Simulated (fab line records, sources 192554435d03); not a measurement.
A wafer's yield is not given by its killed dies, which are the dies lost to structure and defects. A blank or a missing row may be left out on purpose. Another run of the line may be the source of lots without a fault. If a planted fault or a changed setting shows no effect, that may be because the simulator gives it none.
Comparing a struck lot with a sound one / flow n5Finfet / 13 steps out of a route of 1938
Sound: these wafers, L255.2, L255.4, L255.5. The struck wafers were L249.1, L249.5, L249.6. Last of all comes the cause.
At each step with rows: each side's tool, then ch and its chambers, then its first start. Under that, the readings that differ: sound wafers / struck wafers / difference of the means / sigmas: that difference in standard deviations of wafers without a fault.
alike: readings whose means differ by less than 2 such deviations, and words and numbers that are the same on both sides. not compared: withheld readings, readings that some wafer has no value for, bounds like >300 that may hide the same value, and numbers for which the record gives no deviation and whose values overlap.
The two part at a step that has a row with sigmas, a row that says differs or no value, or rows on one side only. Numbers that don't overlap but have no deviation are shown without sigmas and don't part them. A reading that every wafer of one side lacks parts them only if that side has two wafers or more.

N5_GATE_CUT_CMP_43: polishes SiO2.
  sound on cmp-04 ch 0,1,2, day 9 02:37; struck on cmp-02 ch 1,2, day 7 15:22
  alike: motorCurrentA
N5_GATE_CUT_CMP_61: polishes, stops on SiNx, t overpolish 3 s.
  sound on cmp-04 ch 0,1,2, day 9 03:00; struck on cmp-02 ch 1,2, day 7 15:51
  alike: motorCurrentA
N5_GATE_CUT_INSPECT_26: inspects for defects (darkfield).
  sound on defectInspect-01, day 9 03:10; struck on defectInspect-01, day 7 16:05
  alike: rawDefectCount
then, 8 steps without rows for these wafers: N5_MOL_CONTACT_COAG_COAT_103 (time 60 s, resist thk 80 nm); N5_MOL_CONTACT_COAG_COAT_104 (time 60 s, resist thk 12 nm); N5_MOL_CONTACT_COAG_COAT_58 (time 60 s, resist thk 10 nm); N5_MOL_CONTACT_COAG_COAT_02 (resist thk 30 nm); N5_MOL_CONTACT_COAG_EBR_04; N5_MOL_CONTACT_COAG_SOFTBAKE_03 (time 60 s); N5_MOL_CONTACT_COAG_EXPOSE_05 (exposes mask CA, defocus 0 nm); N5_MOL_CONTACT_COAG_PEB_06 (peb time 60 s).
N5_MOL_CONTACT_COAG_DEVELOP_07: develop time 30 s.
  struck on lithoTrack-01, day 7 16:27; sound on lithoTrack-01 ch 0, day 9 03:27
  no value came back on the struck wafers for chillPlateTempC (C), developTimeS (s); on the sound wafers chillPlateTempC (C) reads 22.91 22.90 22.79
reading=model.CAR-EUV_of_MOL_CONTACT_COAG_COAT_02.thkNm (nm); sound=29.4 29.4 29.4; struck=30 29.8 30; difference=+1; sigmas=
N5_MOL_CONTACT_COAG_CD_MEAS_08: the cd target is 28 nm.
  sound on cdSem-02 ch 0, day 9 03:31; struck on cdSem-03 ch 0, day 7 16:31
reading=cdNm (nm); sound=27.88 28.04 28.47; struck=- - -; difference=no value on the struck wafers; sigmas=

WHERE THEY PART
First at N5_MOL_CONTACT_COAG_DEVELOP_07; last, within this record, at N5_MOL_CONTACT_COAG_CD_MEAS_08.

WHY: what had been put in by the simulator
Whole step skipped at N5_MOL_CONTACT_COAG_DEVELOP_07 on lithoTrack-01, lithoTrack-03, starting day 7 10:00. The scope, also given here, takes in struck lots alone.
